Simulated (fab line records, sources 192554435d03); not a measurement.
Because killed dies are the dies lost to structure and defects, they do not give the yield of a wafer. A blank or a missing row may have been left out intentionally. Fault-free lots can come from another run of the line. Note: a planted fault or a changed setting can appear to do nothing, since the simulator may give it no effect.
Commonality check across tools + flow n5 finfet + 24 wafers sampled across 8 lots

WHY IT WAS OPENED
At N5_DUMMY_GATE_INSPECT_17 the reading raw defect count is flagged on 2 of 8 lots. Wafers without a fault read 172, standard deviation 42.
Rule: a lot gets a flag if all its wafers with a number sit over 4 standard deviations from that mean, or if no wafer of it has a number. As for the other lots, they are considered sound.

| lot  | measured    | on                | raw defect count, wafer by wafer | flag    |
|------|-------------|-------------------|----------------------------------|---------|
| L246 | day 3 03:44 | defect inspect-02 | 246 233 268                      |         |
| L247 | day 3 10:06 | defect inspect-01 | 181 113 145                      |         |
| L248 | day 3 16:22 | defect inspect-01 | 234 193 183                      |         |
| L252 | day 4 17:06 | defect inspect-02 | 1059 1086 991                    | FLAGGED |
| L253 | day 4 22:08 | defect inspect-01 | 1022 994 975                     | FLAGGED |
| L266 | day 8 03:13 | defect inspect-02 | 114 119 171                      |         |
| L267 | day 8 10:53 | defect inspect-02 | 153 184 117                      |         |
| L268 | day 8 17:35 | defect inspect-02 | 177 172 202                      |         |
Average over the flagged lots: 1021; offset from the usual +849, equal to +20 standard deviations.

WHICH TOOL RAN EACH LOT
Before the reading, the record contains 2 process steps out of a 1938-step route. Cell contents, in order: the tool; ch with the chambers the sampled wafers went through; the start.
| lot  | flag    | N5_STI_FIN_REVEAL_RECESS_09       | N5_DUMMY_GATE_HM_DEP_06                   |
|------|---------|-----------------------------------|-------------------------------------------|
| L246 |         | vapor etch-02 ch 0,1, day 2 15:56 | lpcvd-01 ch 0/70,0/75,0/84, day 2 23:15   |
| L247 |         | vapor etch-02 ch 0,1, day 2 22:16 | lpcvd-01 ch 1/109,1/90,1/95, day 3 05:36  |
| L248 |         | vapor etch-01 ch 0,1, day 3 04:47 | lpcvd-01 ch 1/15,1/20,1/34, day 3 11:59   |
| L252 | FLAGGED | vapor etch-02 ch 0,1, day 4 05:44 | lpcvd-01 ch 0/45,0/59,0/64, day 4 12:43   |
| L253 | FLAGGED | vapor etch-02 ch 0,1, day 4 10:45 | lpcvd-01 ch 1/40,1/59,1/64, day 4 17:47   |
| L266 |         | vapor etch-02 ch 0,1, day 7 15:24 | lpcvd-02 ch 0/65,0/79,0/84, day 7 22:43   |
| L267 |         | vapor etch-01 ch 1, day 7 23:25   | lpcvd-02 ch 1/104,1/114,1/95, day 8 06:31 |
| L268 |         | vapor etch-02 ch 0,1, day 8 04:40 | lpcvd-02 ch 0/29,0/34,0/39, day 8 13:14   |
What the steps here do:
- N5_STI_FIN_REVEAL_RECESS_09: chemistry HF/NH3, target SiO2, afs cycles 11, target depth 42.5 nm, sublimation time 60 s.
- N5_DUMMY_GATE_HM_DEP_06: deposits SiNx from DCS/NH3, target thk 80 nm, time 5141 s.
- N5_DUMMY_GATE_INSPECT_17: inspects for defects (brightfield).

FLAGGED OVER TOTAL, TOOL BY TOOL (the gauges that took the reading come last)
| step                        | tool              | lots run | flagged | share of the flagged lots | sound lots run after its first flagged lot |
|-----------------------------|-------------------|----------|---------|---------------------------|--------------------------------------------|
| N5_STI_FIN_REVEAL_RECESS_09 | vapor etch-01     | 2        | 0       | none                      | -                                          |
| N5_STI_FIN_REVEAL_RECESS_09 | vapor etch-02     | 6        | 2       | all                       | 2 (L266,L268)                              |
| N5_DUMMY_GATE_HM_DEP_06     | lpcvd-01          | 5        | 2       | all                       | 0                                          |
| N5_DUMMY_GATE_HM_DEP_06     | lpcvd-02          | 3        | 0       | none                      | -                                          |
| N5_DUMMY_GATE_INSPECT_17    | defect inspect-01 | 3        | 1       | some                      | 0                                          |
| N5_DUMMY_GATE_INSPECT_17    | defect inspect-02 | 5        | 1       | some                      | 3 (L266,L267,L268)                         |

THE TABLE: WHAT IT ALLOWS
Table rows that saw every flagged lot: 2, namely vapor etch-02 at N5_STI_FIN_REVEAL_RECESS_09 and lpcvd-01 at N5_DUMMY_GATE_HM_DEP_06.
- vapor etch-02 at N5_STI_FIN_REVEAL_RECESS_09: 2 of its 6 lots flagged. After the first flagged lot (L266, L268), sound lots still ran on it; a lasting fault on the whole tool would not permit that.
- lpcvd-01 at N5_DUMMY_GATE_HM_DEP_06: 2 of its 5 lots flagged. It ran its last sound lot, L248, at day 3 11:59 and its first flagged lot, L252, at day 4 12:43: a fault with its onset between the two fits.
What remains is a single tool, lpcvd-01 at N5_DUMMY_GATE_HM_DEP_06.

WHAT THE SIMULATOR HAD INSERTED
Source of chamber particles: lpcvd-01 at N5_DUMMY_GATE_HM_DEP_06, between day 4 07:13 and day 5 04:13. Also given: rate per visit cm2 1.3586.
Shown lots that were struck: L252, L253. This agrees with what the rule above found.
